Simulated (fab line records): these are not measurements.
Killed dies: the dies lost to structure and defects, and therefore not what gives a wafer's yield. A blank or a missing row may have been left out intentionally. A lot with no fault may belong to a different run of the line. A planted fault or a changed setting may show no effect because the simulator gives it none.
Which of the tools did it? || flow nand harc || 24 lots with 72 wafers sampled at 6 steps, on a route of 1302 steps

WHAT EACH GAUGE READ, for each wafer
NHARC_P_M2_OVL_MEAS_10: pitch 340 nm. Usual: overlay x nm -0.1 nm, standard deviation 0.9; overlay y nm 0.1 nm, standard deviation 0.66.
{"lot": "L074", "measured": "day 6 05:32", "on": "overlay-01", "overlay x nm (nm)": "-0.7 -1.0 -1.0", "overlay y nm (nm)": "0.1 -0.2 -0.2", "flag": ""}
{"lot": "L075", "measured": "day 6 20:38", "on": "overlay-01", "overlay x nm (nm)": "0.4 0.8 0.8", "overlay y nm (nm)": "-1.1 -0.5 -1.0", "flag": ""}
{"lot": "L076", "measured": "day 7 01:05", "on": "overlay-01", "overlay x nm (nm)": "-1.6 -1.2 -0.8", "overlay y nm (nm)": "-0.9 0.3 -0.5", "flag": ""}
{"lot": "L077", "measured": "day 7 15:00", "on": "overlay-02", "overlay x nm (nm)": "-2.1 -2.0 -1.7", "overlay y nm (nm)": "-0.5 -0.6 -0.7", "flag": ""}
{"lot": "L078", "measured": "day 8 06:24", "on": "overlay-01", "overlay x nm (nm)": "0.2 -0.5 0.2", "overlay y nm (nm)": "-0.4 -0.3 -0.1", "flag": ""}
{"lot": "L080", "measured": "day 8 18:52", "on": "overlay-02", "overlay x nm (nm)": "-0.5 -0.5 0.0", "overlay y nm (nm)": "0.9 0.1 0.4", "flag": ""}
{"lot": "L079", "measured": "day 8 20:07", "on": "overlay-02", "overlay x nm (nm)": "0.1 0.3 -0.3", "overlay y nm (nm)": "-0.5 -0.5 -0.9", "flag": ""}
{"lot": "L081", "measured": "day 9 06:25", "on": "overlay-01", "overlay x nm (nm)": "0.3 -0.2 -0.2", "overlay y nm (nm)": "1.3 1.2 0.5", "flag": ""}
{"lot": "L082", "measured": "day 9 23:45", "on": "overlay-01", "overlay x nm (nm)": "0.1 -0.3 -0.7", "overlay y nm (nm)": "0.8 0.3 0.6", "flag": ""}
{"lot": "L083", "measured": "day 10 07:04", "on": "overlay-02", "overlay x nm (nm)": "-0.4 0.1 -0.5", "overlay y nm (nm)": "0.1 -0.5 0.2", "flag": ""}
{"lot": "L084", "measured": "day 10 17:50", "on": "overlay-02", "overlay x nm (nm)": "-0.2 -0.6 -0.6", "overlay y nm (nm)": "-0.2 0.2 -0.7", "flag": ""}
{"lot": "L085", "measured": "day 11 11:41", "on": "overlay-02", "overlay x nm (nm)": "-0.5 -1.0 -1.1", "overlay y nm (nm)": "0.6 0.4 -0.3", "flag": ""}
{"lot": "L086", "measured": "day 11 13:11", "on": "overlay-02", "overlay x nm (nm)": "1.0 0.8 0.1", "overlay y nm (nm)": "0.8 1.4 0.8", "flag": ""}
{"lot": "L087", "measured": "day 11 18:06", "on": "overlay-02", "overlay x nm (nm)": "0.4 0.0 0.6", "overlay y nm (nm)": "-0.4 0.1 -0.3", "flag": ""}
{"lot": "L089", "measured": "day 12 11:14", "on": "overlay-01", "overlay x nm (nm)": "2.3 1.9 1.7", "overlay y nm (nm)": "0.3 -0.1 0.0", "flag": ""}
{"lot": "L088", "measured": "day 12 13:43", "on": "overlay-01", "overlay x nm (nm)": "0.2 0.1 0.8", "overlay y nm (nm)": "1.3 1.4 1.0", "flag": ""}
{"lot": "L090", "measured": "day 13 04:17", "on": "overlay-01", "overlay x nm (nm)": "1.3 1.1 1.5", "overlay y nm (nm)": "1.1 1.4 0.8", "flag": ""}
{"lot": "L091", "measured": "day 13 11:19", "on": "overlay-01", "overlay x nm (nm)": "-1.7 -1.1 -1.3", "overlay y nm (nm)": "-0.2 -0.5 -0.9", "flag": ""}
{"lot": "L092", "measured": "day 13 23:21", "on": "overlay-01", "overlay x nm (nm)": "-0.8 -0.8 -0.5", "overlay y nm (nm)": "-0.5 -0.1 -0.3", "flag": ""}
{"lot": "L093", "measured": "day 14 03:43", "on": "overlay-01", "overlay x nm (nm)": "0.2 1.3 1.1", "overlay y nm (nm)": "0.3 0.4 0.1", "flag": ""}
{"lot": "L094", "measured": "day 14 21:23", "on": "overlay-01", "overlay x nm (nm)": "-1.0 -0.9 -1.5", "overlay y nm (nm)": "0.8 0.2 1.1", "flag": ""}
{"lot": "L095", "measured": "day 14 22:01", "on": "overlay-02", "overlay x nm (nm)": "0.0 0.1 -0.2", "overlay y nm (nm)": "0.6 1.0 0.5", "flag": ""}
{"lot": "L096", "measured": "day 15 12:46", "on": "overlay-01", "overlay x nm (nm)": "0.4 0.1 0.0", "overlay y nm (nm)": "-0.8 -1.7 -0.9", "flag": ""}
{"lot": "L097", "measured": "day 15 20:52", "on": "overlay-02", "overlay x nm (nm)": "0.4 0.6 1.1", "overlay y nm (nm)": "1.0 0.2 1.0", "flag": ""}

NHARC_P_M2_INSPECT_11. Usual: raw defect count 4.8, standard deviation 2.9.
{"lot": "L074", "measured": "day 6 05:34", "on": "defect inspect-01", "raw defect count": "3 4 6", "flag": ""}
{"lot": "L075", "measured": "day 6 20:40", "on": "defect inspect-01", "raw defect count": "4 4 3", "flag": ""}
{"lot": "L076", "measured": "day 7 01:08", "on": "defect inspect-01", "raw defect count": "10 6 9", "flag": ""}
{"lot": "L077", "measured": "day 7 15:02", "on": "defect inspect-02", "raw defect count": "2 3 3", "flag": ""}
{"lot": "L078", "measured": "day 8 06:26", "on": "defect inspect-01", "raw defect count": "11 5 6", "flag": ""}
{"lot": "L080", "measured": "day 8 18:55", "on": "defect inspect-01", "raw defect count": "7 6 6", "flag": ""}
{"lot": "L079", "measured": "day 8 20:08", "on": "defect inspect-02", "raw defect count": "5 2 6", "flag": ""}
{"lot": "L081", "measured": "day 9 06:27", "on": "defect inspect-01", "raw defect count": "4 3 4", "flag": ""}
{"lot": "L082", "measured": "day 9 23:47", "on": "defect inspect-01", "raw defect count": "4 7 8", "flag": ""}
{"lot": "L083", "measured": "day 10 07:06", "on": "defect inspect-01", "raw defect count": "3 1 1", "flag": ""}
{"lot": "L084", "measured": "day 10 17:52", "on": "defect inspect-01", "raw defect count": "8 3 5", "flag": ""}
{"lot": "L085", "measured": "day 11 11:44", "on": "defect inspect-01", "raw defect count": "5 7 2", "flag": ""}
{"lot": "L086", "measured": "day 11 13:13", "on": "defect inspect-01", "raw defect count": "6 4 6", "flag": ""}
{"lot": "L087", "measured": "day 11 18:08", "on": "defect inspect-01", "raw defect count": "12 6 8", "flag": ""}
{"lot": "L089", "measured": "day 12 11:17", "on": "defect inspect-01", "raw defect count": "0 2 2", "flag": ""}
{"lot": "L088", "measured": "day 12 13:45", "on": "defect inspect-02", "raw defect count": "5 6 5", "flag": ""}
{"lot": "L090", "measured": "day 13 04:20", "on": "defect inspect-01", "raw defect count": "4 6 4", "flag": ""}
{"lot": "L091", "measured": "day 13 11:22", "on": "defect inspect-01", "raw defect count": "5 6 7", "flag": ""}
{"lot": "L092", "measured": "day 13 23:23", "on": "defect inspect-02", "raw defect count": "1 7 2", "flag": ""}
{"lot": "L093", "measured": "day 14 03:45", "on": "defect inspect-02", "raw defect count": "12 12 10", "flag": ""}
{"lot": "L094", "measured": "day 14 21:25", "on": "defect inspect-02", "raw defect count": "3 3 7", "flag": ""}
{"lot": "L095", "measured": "day 14 22:03", "on": "defect inspect-01", "raw defect count": "5 4 2", "flag": ""}
{"lot": "L096", "measured": "day 15 12:49", "on": "defect inspect-02", "raw defect count": "5 1 0", "flag": ""}
{"lot": "L097", "measured": "day 15 20:53", "on": "defect inspect-02", "raw defect count": "5 3 2", "flag": ""}

TOOL THAT RAN EACH LOT (tool first, then ch and the chambers of the sampled wafers, then the start)
{"lot": "L074", "NHARC_P_M0_PVD_21": "pvd sputter-03, day 6 03:14 or earlier", "NHARC_P_M1_ETCH_15": "rie diel-13 ch 1,2,3, day 6 03:14 or earlier", "NHARC_P_M1_PVD_21": "pvd sputter-03, day 6 03:14 or earlier", "NHARC_P_M1_ANNEAL_31": "rtp anneal-01 ch 0, day 6 03:14"}
{"lot": "L075", "NHARC_P_M0_PVD_21": "pvd sputter-03, day 6 18:14 or earlier", "NHARC_P_M1_ETCH_15": "rie diel-12 ch 1,3, day 6 18:14 or earlier", "NHARC_P_M1_PVD_21": "pvd sputter-01, day 6 18:14 or earlier", "NHARC_P_M1_ANNEAL_31": "rtp anneal-01 ch 0, day 6 18:14"}
{"lot": "L076", "NHARC_P_M0_PVD_21": "pvd sputter-03, day 6 22:56 or earlier", "NHARC_P_M1_ETCH_15": "rie diel-10 ch 0,3, day 6 22:56 or earlier", "NHARC_P_M1_PVD_21": "pvd sputter-03, day 6 22:56 or earlier", "NHARC_P_M1_ANNEAL_31": "rtp anneal-01 ch 0, day 6 22:56"}
{"lot": "L077", "NHARC_P_M0_PVD_21": "pvd sputter-01, day 7 12:46 or earlier", "NHARC_P_M1_ETCH_15": "rie diel-13 ch 0,1,2, day 7 12:46 or earlier", "NHARC_P_M1_PVD_21": "pvd sputter-02, day 7 12:46 or earlier", "NHARC_P_M1_ANNEAL_31": "rtp anneal-01 ch 0, day 7 12:46"}
{"lot": "L078", "NHARC_P_M0_PVD_21": "pvd sputter-01, day 8 04:06 or earlier", "NHARC_P_M1_ETCH_15": "rie diel-10 ch 0,3, day 8 04:06 or earlier", "NHARC_P_M1_PVD_21": "pvd sputter-01, day 8 04:06 or earlier", "NHARC_P_M1_ANNEAL_31": "rtp anneal-01 ch 0, day 8 04:06"}
{"lot": "L080", "NHARC_P_M0_PVD_21": "pvd sputter-02, day 8 16:40 or earlier", "NHARC_P_M1_ETCH_15": "rie diel-10 ch 2,3, day 8 16:40 or earlier", "NHARC_P_M1_PVD_21": "pvd sputter-03, day 8 16:40 or earlier", "NHARC_P_M1_ANNEAL_31": "rtp anneal-02 ch 0, day 8 16:40"}
{"lot": "L079", "NHARC_P_M0_PVD_21": "pvd sputter-03, day 8 17:49 or earlier", "NHARC_P_M1_ETCH_15": "rie diel-10 ch 1,2,3, day 8 17:49 or earlier", "NHARC_P_M1_PVD_21": "pvd sputter-02, day 8 17:49 or earlier", "NHARC_P_M1_ANNEAL_31": "rtp anneal-01 ch 0, day 8 17:49"}
{"lot": "L081", "NHARC_P_M0_PVD_21": "pvd sputter-02, day 9 04:08 or earlier", "NHARC_P_M1_ETCH_15": "rie diel-13 ch 0,1, day 9 04:08 or earlier", "NHARC_P_M1_PVD_21": "pvd sputter-03, day 9 04:08 or earlier", "NHARC_P_M1_ANNEAL_31": "rtp anneal-02 ch 0, day 9 04:08"}
{"lot": "L082", "NHARC_P_M0_PVD_21": "pvd sputter-03, day 9 21:24 or earlier", "NHARC_P_M1_ETCH_15": "rie diel-10 ch 2,3, day 9 21:24 or earlier", "NHARC_P_M1_PVD_21": "pvd sputter-02, day 9 21:24 or earlier", "NHARC_P_M1_ANNEAL_31": "rtp anneal-01 ch 0, day 9 21:24"}
{"lot": "L083", "NHARC_P_M0_PVD_21": "pvd sputter-02, day 10 04:46 or earlier", "NHARC_P_M1_ETCH_15": "rie diel-10 ch 0,1,3, day 10 04:46 or earlier", "NHARC_P_M1_PVD_21": "pvd sputter-03, day 10 04:46 or earlier", "NHARC_P_M1_ANNEAL_31": "rtp anneal-02 ch 0, day 10 04:46"}
{"lot": "L084", "NHARC_P_M0_PVD_21": "pvd sputter-03, day 10 15:40 or earlier", "NHARC_P_M1_ETCH_15": "rie diel-10 ch 0,2, day 10 15:40 or earlier", "NHARC_P_M1_PVD_21": "pvd sputter-03, day 10 15:40 or earlier", "NHARC_P_M1_ANNEAL_31": "rtp anneal-01 ch 0, day 10 15:40"}
{"lot": "L085", "NHARC_P_M0_PVD_21": "pvd sputter-02, day 11 09:25 or earlier", "NHARC_P_M1_ETCH_15": "rie diel-13 ch 1,2,3, day 11 09:25 or earlier", "NHARC_P_M1_PVD_21": "pvd sputter-03, day 11 09:25 or earlier", "NHARC_P_M1_ANNEAL_31": "rtp anneal-01 ch 0, day 11 09:25"}
{"lot": "L086", "NHARC_P_M0_PVD_21": "pvd sputter-02, day 11 10:55 or earlier", "NHARC_P_M1_ETCH_15": "rie diel-13 ch 0,2,3, day 11 10:55 or earlier", "NHARC_P_M1_PVD_21": "pvd sputter-02, day 11 10:55 or earlier", "NHARC_P_M1_ANNEAL_31": "rtp anneal-01 ch 0, day 11 10:55"}
{"lot": "L087", "NHARC_P_M0_PVD_21": "pvd sputter-03, day 11 15:55 or earlier", "NHARC_P_M1_ETCH_15": "rie diel-10 ch 0,3, day 11 15:55 or earlier", "NHARC_P_M1_PVD_21": "pvd sputter-02, day 11 15:55 or earlier", "NHARC_P_M1_ANNEAL_31": "rtp anneal-01 ch 0, day 11 15:55"}
{"lot": "L089", "NHARC_P_M0_PVD_21": "pvd sputter-03, day 12 08:55 or earlier", "NHARC_P_M1_ETCH_15": "rie diel-10 ch 1,2,3, day 12 08:55 or earlier", "NHARC_P_M1_PVD_21": "pvd sputter-02, day 12 08:55 or earlier", "NHARC_P_M1_ANNEAL_31": "rtp anneal-01 ch 0, day 12 08:55"}
{"lot": "L088", "NHARC_P_M0_PVD_21": "pvd sputter-01, day 12 11:24 or earlier", "NHARC_P_M1_ETCH_15": "rie diel-13 ch 0,2,3, day 12 11:24 or earlier", "NHARC_P_M1_PVD_21": "pvd sputter-01, day 12 11:24 or earlier", "NHARC_P_M1_ANNEAL_31": "rtp anneal-01 ch 0, day 12 11:24"}
{"lot": "L090", "NHARC_P_M0_PVD_21": "pvd sputter-03, day 13 02:08 or earlier", "NHARC_P_M1_ETCH_15": "rie diel-10 ch 1,3, day 13 02:08 or earlier", "NHARC_P_M1_PVD_21": "pvd sputter-03, day 13 02:08 or earlier", "NHARC_P_M1_ANNEAL_31": "rtp anneal-02 ch 0, day 13 02:08"}
{"lot": "L091", "NHARC_P_M0_PVD_21": "pvd sputter-01, day 13 09:19 or earlier", "NHARC_P_M1_ETCH_15": "rie diel-13 ch 0,1,3, day 13 09:19 or earlier", "NHARC_P_M1_PVD_21": "pvd sputter-03, day 13 09:19 or earlier", "NHARC_P_M1_ANNEAL_31": "rtp anneal-01 ch 0, day 13 09:19"}
{"lot": "L092", "NHARC_P_M0_PVD_21": "pvd sputter-03, day 13 21:08 or earlier", "NHARC_P_M1_ETCH_15": "rie diel-13 ch 0,1, day 13 21:08 or earlier", "NHARC_P_M1_PVD_21": "pvd sputter-01, day 13 21:08 or earlier", "NHARC_P_M1_ANNEAL_31": "rtp anneal-01 ch 0, day 13 21:08"}
{"lot": "L093", "NHARC_P_M0_PVD_21": "pvd sputter-03, day 14 01:34 or earlier", "NHARC_P_M1_ETCH_15": "rie diel-13 ch 1,2,3, day 14 01:34 or earlier", "NHARC_P_M1_PVD_21": "pvd sputter-03, day 14 01:34 or earlier", "NHARC_P_M1_ANNEAL_31": "rtp anneal-02 ch 0, day 14 01:34"}
{"lot": "L094", "NHARC_P_M0_PVD_21": "pvd sputter-01, day 14 19:08 or earlier", "NHARC_P_M1_ETCH_15": "rie diel-10 ch 1,2, day 14 19:08 or earlier", "NHARC_P_M1_PVD_21": "pvd sputter-01, day 14 19:08 or earlier", "NHARC_P_M1_ANNEAL_31": "rtp anneal-02 ch 0, day 14 19:08"}
{"lot": "L095", "NHARC_P_M0_PVD_21": "pvd sputter-02, day 14 19:44 or earlier", "NHARC_P_M1_ETCH_15": "rie diel-13 ch 0,1,2, day 14 19:44 or earlier", "NHARC_P_M1_PVD_21": "pvd sputter-03, day 14 19:44 or earlier", "NHARC_P_M1_ANNEAL_31": "rtp anneal-02 ch 0, day 14 19:44"}
{"lot": "L096", "NHARC_P_M0_PVD_21": "pvd sputter-02, day 15 10:38 or earlier", "NHARC_P_M1_ETCH_15": "rie diel-10 ch 0,1,3, day 15 10:38 or earlier", "NHARC_P_M1_PVD_21": "pvd sputter-03, day 15 10:38 or earlier", "NHARC_P_M1_ANNEAL_31": "rtp anneal-02 ch 0, day 15 10:38"}
{"lot": "L097", "NHARC_P_M0_PVD_21": "pvd sputter-02, day 15 18:41 or earlier", "NHARC_P_M1_ETCH_15": "rie diel-12 ch 0,2,3, day 15 18:41 or earlier", "NHARC_P_M1_PVD_21": "pvd sputter-01, day 15 18:41 or earlier", "NHARC_P_M1_ANNEAL_31": "rtp anneal-01 ch 0, day 15 18:41"}
- NHARC_P_M0_PVD_21: deposits Cu, target thk 30 nm, time 20.49 s.
- NHARC_P_M1_ETCH_15: etches the open film in C4F8/Ar, target depth 182.5 nm, time 91.2 s.
- NHARC_P_M1_PVD_21: deposits Cu, target thk 30 nm, time 20.49 s.
- NHARC_P_M1_ANNEAL_31: time 90 s.

WHAT THE TOOLS THEMSELVES READ (means of the sampled wafers that have a number; where no wafer has one, the mark that the record gives instead)
NHARC_P_M0_PVD_21. Usual: throttle valve pct 30.1 %, standard deviation 1.
{"lot": "L074", "tool": "pvd sputter-03", "throttle valve pct (%)": 29.2, "flag": ""}
{"lot": "L075", "tool": "pvd sputter-03", "throttle valve pct (%)": 29.9, "flag": ""}
{"lot": "L076", "tool": "pvd sputter-03", "throttle valve pct (%)": 30.3, "flag": ""}
{"lot": "L077", "tool": "pvd sputter-01", "throttle valve pct (%)": 29.8, "flag": ""}
{"lot": "L078", "tool": "pvd sputter-01", "throttle valve pct (%)": 29.9, "flag": ""}
{"lot": "L080", "tool": "pvd sputter-02", "throttle valve pct (%)": 30.4, "flag": ""}
{"lot": "L079", "tool": "pvd sputter-03", "throttle valve pct (%)": 30.4, "flag": ""}
{"lot": "L081", "tool": "pvd sputter-02", "throttle valve pct (%)": 29.7, "flag": ""}
{"lot": "L082", "tool": "pvd sputter-03", "throttle valve pct (%)": 31.0, "flag": ""}
{"lot": "L083", "tool": "pvd sputter-02", "throttle valve pct (%)": 30.5, "flag": ""}
{"lot": "L084", "tool": "pvd sputter-03", "throttle valve pct (%)": 30.9, "flag": ""}
{"lot": "L085", "tool": "pvd sputter-02", "throttle valve pct (%)": 30.1, "flag": ""}
{"lot": "L086", "tool": "pvd sputter-02", "throttle valve pct (%)": 29.1, "flag": ""}
{"lot": "L087", "tool": "pvd sputter-03", "throttle valve pct (%)": 31.2, "flag": ""}
{"lot": "L089", "tool": "pvd sputter-03", "throttle valve pct (%)": 30.2, "flag": ""}
{"lot": "L088", "tool": "pvd sputter-01", "throttle valve pct (%)": 30.0, "flag": ""}
{"lot": "L090", "tool": "pvd sputter-03", "throttle valve pct (%)": 30.2, "flag": ""}
{"lot": "L091", "tool": "pvd sputter-01", "throttle valve pct (%)": 30.9, "flag": ""}
{"lot": "L092", "tool": "pvd sputter-03", "throttle valve pct (%)": 29.8, "flag": ""}
{"lot": "L093", "tool": "pvd sputter-03", "throttle valve pct (%)": 30.4, "flag": ""}
{"lot": "L094", "tool": "pvd sputter-01", "throttle valve pct (%)": 30.8, "flag": ""}
{"lot": "L095", "tool": "pvd sputter-02", "throttle valve pct (%)": 28.7, "flag": ""}
{"lot": "L096", "tool": "pvd sputter-02", "throttle valve pct (%)": 30.4, "flag": ""}
{"lot": "L097", "tool": "pvd sputter-02", "throttle valve pct (%)": 29.5, "flag": ""}

NHARC_P_M1_ETCH_15. Usual: oes product au 0.955 a.u., standard deviation 0.019; rf vpp V 441.0 V, standard deviation 2.1.
{"lot": "L074", "tool": "rie diel-13", "oes product au (a.u.)": 0.950, "rf vpp V (V)": 442.4, "flag": ""}
{"lot": "L075", "tool": "rie diel-12", "oes product au (a.u.)": 0.967, "rf vpp V (V)": 443.7, "flag": ""}
{"lot": "L076", "tool": "rie diel-10", "oes product au (a.u.)": 0.962, "rf vpp V (V)": 440.1, "flag": ""}
{"lot": "L077", "tool": "rie diel-13", "oes product au (a.u.)": 0.963, "rf vpp V (V)": 440.5, "flag": ""}
{"lot": "L078", "tool": "rie diel-10", "oes product au (a.u.)": 0.934, "rf vpp V (V)": 440.7, "flag": ""}
{"lot": "L080", "tool": "rie diel-10", "oes product au (a.u.)": 0.953, "rf vpp V (V)": 440.6, "flag": ""}
{"lot": "L079", "tool": "rie diel-10", "oes product au (a.u.)": 0.966, "rf vpp V (V)": 442.1, "flag": ""}
{"lot": "L081", "tool": "rie diel-13", "oes product au (a.u.)": 0.986, "rf vpp V (V)": 441.0, "flag": ""}
{"lot": "L082", "tool": "rie diel-10", "oes product au (a.u.)": 0.924, "rf vpp V (V)": 441.5, "flag": ""}
{"lot": "L083", "tool": "rie diel-10", "oes product au (a.u.)": 0.963, "rf vpp V (V)": 441.4, "flag": ""}
{"lot": "L084", "tool": "rie diel-10", "oes product au (a.u.)": 0.974, "rf vpp V (V)": 439.7, "flag": ""}
{"lot": "L085", "tool": "rie diel-13", "oes product au (a.u.)": 0.927, "rf vpp V (V)": 441.7, "flag": ""}
{"lot": "L086", "tool": "rie diel-13", "oes product au (a.u.)": 0.952, "rf vpp V (V)": 439.8, "flag": ""}
{"lot": "L087", "tool": "rie diel-10", "oes product au (a.u.)": 0.959, "rf vpp V (V)": 441.7, "flag": ""}
{"lot": "L089", "tool": "rie diel-10", "oes product au (a.u.)": 0.968, "rf vpp V (V)": 440.7, "flag": ""}
{"lot": "L088", "tool": "rie diel-13", "oes product au (a.u.)": 0.951, "rf vpp V (V)": 439.6, "flag": ""}
{"lot": "L090", "tool": "rie diel-10", "oes product au (a.u.)": 0.965, "rf vpp V (V)": 442.2, "flag": ""}
{"lot": "L091", "tool": "rie diel-13", "oes product au (a.u.)": 0.921, "rf vpp V (V)": 442.2, "flag": ""}
{"lot": "L092", "tool": "rie diel-13", "oes product au (a.u.)": 0.935, "rf vpp V (V)": 439.5, "flag": ""}
{"lot": "L093", "tool": "rie diel-13", "oes product au (a.u.)": 0.959, "rf vpp V (V)": 442.0, "flag": ""}
{"lot": "L094", "tool": "rie diel-10", "oes product au (a.u.)": 0.962, "rf vpp V (V)": 440.0, "flag": ""}
{"lot": "L095", "tool": "rie diel-13", "oes product au (a.u.)": 0.974, "rf vpp V (V)": 440.5, "flag": ""}
{"lot": "L096", "tool": "rie diel-10", "oes product au (a.u.)": 0.971, "rf vpp V (V)": 442.0, "flag": ""}
{"lot": "L097", "tool": "rie diel-12", "oes product au (a.u.)": 0.935, "rf vpp V (V)": 442.9, "flag": ""}

NHARC_P_M1_PVD_21. Usual: throttle valve pct 30.2 %, standard deviation 1.
{"lot": "L074", "tool": "pvd sputter-03", "throttle valve pct (%)": 30.2, "flag": ""}
{"lot": "L075", "tool": "pvd sputter-01", "throttle valve pct (%)": 29.6, "flag": ""}
{"lot": "L076", "tool": "pvd sputter-03", "throttle valve pct (%)": 29.8, "flag": ""}
{"lot": "L077", "tool": "pvd sputter-02", "throttle valve pct (%)": 30.5, "flag": ""}
{"lot": "L078", "tool": "pvd sputter-01", "throttle valve pct (%)": 29.8, "flag": ""}
{"lot": "L080", "tool": "pvd sputter-03", "throttle valve pct (%)": 29.3, "flag": ""}
{"lot": "L079", "tool": "pvd sputter-02", "throttle valve pct (%)": 30.0, "flag": ""}
{"lot": "L081", "tool": "pvd sputter-03", "throttle valve pct (%)": 30.9, "flag": ""}
{"lot": "L082", "tool": "pvd sputter-02", "throttle valve pct (%)": 30.5, "flag": ""}
{"lot": "L083", "tool": "pvd sputter-03", "throttle valve pct (%)": 30.6, "flag": ""}
{"lot": "L084", "tool": "pvd sputter-03", "throttle valve pct (%)": 30.6, "flag": ""}
{"lot": "L085", "tool": "pvd sputter-03", "throttle valve pct (%)": 30.0, "flag": ""}
{"lot": "L086", "tool": "pvd sputter-02", "throttle valve pct (%)": 29.8, "flag": ""}
{"lot": "L087", "tool": "pvd sputter-02", "throttle valve pct (%)": 29.7, "flag": ""}
{"lot": "L089", "tool": "pvd sputter-02", "throttle valve pct (%)": 30.3, "flag": ""}
{"lot": "L088", "tool": "pvd sputter-01", "throttle valve pct (%)": 29.9, "flag": ""}
{"lot": "L090", "tool": "pvd sputter-03", "throttle valve pct (%)": 30.9, "flag": ""}
{"lot": "L091", "tool": "pvd sputter-03", "throttle valve pct (%)": 29.7, "flag": ""}
{"lot": "L092", "tool": "pvd sputter-01", "throttle valve pct (%)": 29.7, "flag": ""}
{"lot": "L093", "tool": "pvd sputter-03", "throttle valve pct (%)": 30.7, "flag": ""}
{"lot": "L094", "tool": "pvd sputter-01", "throttle valve pct (%)": 30.7, "flag": ""}
{"lot": "L095", "tool": "pvd sputter-03", "throttle valve pct (%)": 30.2, "flag": ""}
{"lot": "L096", "tool": "pvd sputter-03", "throttle valve pct (%)": 31.0, "flag": ""}
{"lot": "L097", "tool": "pvd sputter-01", "throttle valve pct (%)": 30.7, "flag": ""}

NHARC_P_M1_ANNEAL_31. Usual: anneal temp c 225.01 C, standard deviation 0.17; wafer_temp_C_max 226.11, standard deviation 0.26.
{"lot": "L074", "tool": "rtp anneal-01", "anneal temp c (C)": 224.88, "wafer_temp_C_max": 225.84, "flag": ""}
{"lot": "L075", "tool": "rtp anneal-01", "anneal temp c (C)": 224.95, "wafer_temp_C_max": 225.90, "flag": ""}
{"lot": "L076", "tool": "rtp anneal-01", "anneal temp c (C)": 225.13, "wafer_temp_C_max": 226.34, "flag": ""}
{"lot": "L077", "tool": "rtp anneal-01", "anneal temp c (C)": 225.14, "wafer_temp_C_max": 226.20, "flag": ""}
{"lot": "L078", "tool": "rtp anneal-01", "anneal temp c (C)": 225.00, "wafer_temp_C_max": 226.13, "flag": ""}
{"lot": "L080", "tool": "rtp anneal-02", "anneal temp c (C)": 225.24, "wafer_temp_C_max": 226.26, "flag": ""}
{"lot": "L079", "tool": "rtp anneal-01", "anneal temp c (C)": 225.05, "wafer_temp_C_max": 225.87, "flag": ""}
{"lot": "L081", "tool": "rtp anneal-02", "anneal temp c (C)": 224.83, "wafer_temp_C_max": 225.98, "flag": ""}
{"lot": "L082", "tool": "rtp anneal-01", "anneal temp c (C)": 225.05, "wafer_temp_C_max": 225.93, "flag": ""}
{"lot": "L083", "tool": "rtp anneal-02", "anneal temp c (C)": 225.10, "wafer_temp_C_max": 225.93, "flag": ""}
{"lot": "L084", "tool": "rtp anneal-01", "anneal temp c (C)": 224.91, "wafer_temp_C_max": 226.14, "flag": ""}
{"lot": "L085", "tool": "rtp anneal-01", "anneal temp c (C)": 225.15, "wafer_temp_C_max": 226.25, "flag": ""}
{"lot": "L086", "tool": "rtp anneal-01", "anneal temp c (C)": 224.88, "wafer_temp_C_max": 225.89, "flag": ""}
{"lot": "L087", "tool": "rtp anneal-01", "anneal temp c (C)": 224.92, "wafer_temp_C_max": 226.07, "flag": ""}
{"lot": "L089", "tool": "rtp anneal-01", "anneal temp c (C)": 225.08, "wafer_temp_C_max": 226.08, "flag": ""}
{"lot": "L088", "tool": "rtp anneal-01", "anneal temp c (C)": 225.06, "wafer_temp_C_max": 225.98, "flag": ""}
{"lot": "L090", "tool": "rtp anneal-02", "anneal temp c (C)": 224.94, "wafer_temp_C_max": 226.15, "flag": ""}
{"lot": "L091", "tool": "rtp anneal-01", "anneal temp c (C)": 224.84, "wafer_temp_C_max": 226.38, "flag": ""}
{"lot": "L092", "tool": "rtp anneal-01", "anneal temp c (C)": 225.08, "wafer_temp_C_max": 226.19, "flag": ""}
{"lot": "L093", "tool": "rtp anneal-02", "anneal temp c (C)": 224.80, "wafer_temp_C_max": 226.20, "flag": ""}
{"lot": "L094", "tool": "rtp anneal-02", "anneal temp c (C)": 224.91, "wafer_temp_C_max": 226.02, "flag": ""}
{"lot": "L095", "tool": "rtp anneal-02", "anneal temp c (C)": 224.93, "wafer_temp_C_max": 226.46, "flag": ""}
{"lot": "L096", "tool": "rtp anneal-02", "anneal temp c (C)": 225.03, "wafer_temp_C_max": 226.11, "flag": ""}
{"lot": "L097", "tool": "rtp anneal-01", "anneal temp c (C)": 224.95, "wafer_temp_C_max": 226.30, "flag": ""}

THE ANSWER, worked out from the rows above alone
Rule: a lot counts as off when the mean over its wafers that have a number is more than 3 standard deviations away from the usual mean. A lot without any number at a reading at which 4 lots or more have one is off too. All remaining lots with rows at the step are treated as sound. First the gauges in route order, then the tools' own readings, where a lot's mean is used as printed above. The first step at which some lot is off is used, and at that step the reading that is off furthest; a lot without a number counts as furthest.
Nothing can be told from this: no lot is off at any reading shown.

WHAT HAD BEEN PUT IN BY THE SIMULATOR
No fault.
